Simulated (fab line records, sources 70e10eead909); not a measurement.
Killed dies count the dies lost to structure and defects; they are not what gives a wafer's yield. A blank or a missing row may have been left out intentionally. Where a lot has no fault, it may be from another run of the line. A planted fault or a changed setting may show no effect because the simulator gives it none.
Chamber matching | flow nandHarc | pecvd-03 running NHARC_P_M1_PRE_CLEAN_32: 3 sister chambers
The step time 12 s. 14 wafers are shown with their chamber, then 7 later ones without.

## WAFERS PAIRED WITH THEIR CHAMBERS
wafer  | chamber | heaterPowerW (W)
L084.1 | 2       | 605
L084.2 | 1       | 631
L084.3 | 0       | 584
L089.1 | 0       | 558
L089.4 | 2       | 567
L089.5 | 0       | 551
L092.1 | 0       | 591
L092.3 | 2       | 584
L092.5 | 1       | 671
L094.2 | 2       | 561
L094.4 | 0       | 623
L094.5 | 1       | 590
L095.1 | 1       | 660
L095.4 | 2       | 608

SIGNATURES (means of the wafers above)
reading      | chamber 0 | chamber 1 | chamber 2 | scatter within a chamber
heaterPowerW | 581.40    | 638.00    | 585.00    | 28.7
Rule: a wafer's distance from a chamber is the root of the sum, over the readings, of the square of ((its reading less the chamber's mean) divided by the reading's scatter). If the next closest chamber is less than 2 further off than the closest, the wafer can't be placed; otherwise it belongs to the closest. How the scatter is found: for the shown wafers, subtract from each reading the mean of its chamber, square and add these, divide the total by (wafers less chambers), then take the root.

## WAFERS MISSING THEIR CHAMBER
wafer  | heaterPowerW (W)
L095.5 | 680
L097.1 | 598
L097.2 | 581
L097.3 | 639
L096.2 | 594
L096.4 | 511
L096.5 | 560

## WHICH CHAMBER EACH WENT THROUGH
wafer  | from the rows above          | in truth
L095.5 | can't be placed: 1 or 2 or 0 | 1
L097.1 | can't be placed: 2 or 0 or 1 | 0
L097.2 | can't be placed: 0 or 2 or 1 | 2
L097.3 | can't be placed: 1 or 2 or 0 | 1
L096.2 | can't be placed: 2 or 0 or 1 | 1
L096.4 | can't be placed: 0 or 2 or 1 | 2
L096.5 | can't be placed: 0 or 2 or 1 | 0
Correct placement for 0 of the 7. Not placeable from these rows: 7 (in 7, the candidates include the true chamber). Number placed wrongly: 0.
